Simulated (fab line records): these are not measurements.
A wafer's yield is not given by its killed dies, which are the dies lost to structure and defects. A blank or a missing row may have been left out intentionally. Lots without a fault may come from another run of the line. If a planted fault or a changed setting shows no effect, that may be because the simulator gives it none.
Problem report in the 8D (eight disciplines) form, filled by code | flow n5Finfet | the parts of the form that need people (team, actions taken, sign-off) are left out

1. THE ISSUE
Wafers without a fault read 14, standard deviation 5.3; killed_at_M4_up at N5_PASSIVATION_PROBE_49 reads a mean of 152 on 6 wafers belonging to 2 lots. Measured from the usual mean, that is +26 standard deviations.
First seen on wafer L841.3, day 15 07:51, on prober-01. Wafers with a number at this step in the record: 6, from 2 lots. The rule behind "out" and "out of limits": a value lying over 4 standard deviations away from the usual mean. All remaining wafers that have a number are taken as sound.

2. WHAT IT IS AND WHAT IT IS NOT
question                    | is                                                                                            | is not
which readings at this step | killed_at_M4_up, defectLimitedYield, killedDies, sort_bin_5_function, sortNPass, sortYieldPct | killed_at_M0_to_M3, killedAtContacts, killedAtFrontEnd, killedAtOther, killedOpen, sort_bin_4_leakage, sort_bin_6_memory
which lots                  | L841, L843                                                                                    | -
which wafers of those lots  | all that have a number                                                                        | -
read on which tools         | prober-01, prober-02                                                                          | -
when                        | from day 15 07:51                                                                             | up to then (0 sound wafers)

3. SUSPECTS, AND WHAT RULES EACH OUT
Counting: a tool stays on the suspect list if, at a process step up to the reading, it processed all lots that are out and no sound lot following the first of them.
- pvdSputter-02 at N5_BEOL_M4_SPUTTER_79 (material Cu, target thk 4.5 nm, time 8.29 s): kept. It ran every lot that is out, first L841 (day 10 10:23), and no sound lot after that.
- rieDiel-01 at N5_PASSIVATION_PASS_ETCH_74 (etches SiNx in CF4/O2, target depth 220 nm, time 110 s): kept. It ran every lot that is out, first L841 (day 15 01:07), and no sound lot after that.
Remaining after the count are pvdSputter-02 at N5_BEOL_M4_SPUTTER_79 and rieDiel-01 at N5_PASSIVATION_PASS_ETCH_74.

4. THE CAUSE (what the simulator had put in)
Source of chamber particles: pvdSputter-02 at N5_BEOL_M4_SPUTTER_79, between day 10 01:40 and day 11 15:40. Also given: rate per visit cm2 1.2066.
2 suspects survive the count, and this tool is in that group.

5. SEQUENCE OF EFFECTS, ordered by route
Each row: a reading where the mean over the struck wafers with a number is more than 3 standard deviations away from the usual. Scope: only readings with a usual standard deviation given in the record; hours: median across lots of the time from each lot's start at the first step in this table that gives one to its start at this step; sigmas: change in usual standard deviations.
hours | step                    | reading             | usual  | on struck wafers | change | sigmas
0     | N5_PASSIVATION_PROBE_49 | defectLimitedYield  | 91.0 % | 79.5             | -11.5  | -7.2
0     | N5_PASSIVATION_PROBE_49 | killed_at_M4_up     | 14     | 152              | +138   | +26
0     | N5_PASSIVATION_PROBE_49 | killedDies          | 106    | 242              | +136   | +7.2
0     | N5_PASSIVATION_PROBE_49 | sort_bin_5_function | 5.3 %  | 13.2             | +7.9   | +7.9
0     | N5_PASSIVATION_PROBE_49 | sortNPass           | 1073   | 938              | -135   | -7.1
0     | N5_PASSIVATION_PROBE_49 | sortYieldPct        | 91.0 % | 79.5             | -11.5  | -7.2
Process steps it contains:
- N5_PASSIVATION_PROBE_49

6. WHAT WOULD HAVE CAUGHT IT SOONER
126 hours passed between the start of the fault at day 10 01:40 and the first reading out of limits in this record, taken at day 15 07:51.
Tool readings at N5_BEOL_M4_SPUTTER_79 with a usual standard deviation given in the record: none out on any struck wafer, hence no alarm at a limit of 4 standard deviations on them.
By day 15 07:51 the whole set of lots that are out, 2 in number, had already begun N5_BEOL_M4_SPUTTER_79 on pvdSputter-02. Holding the tool at that point would not have protected any of them.
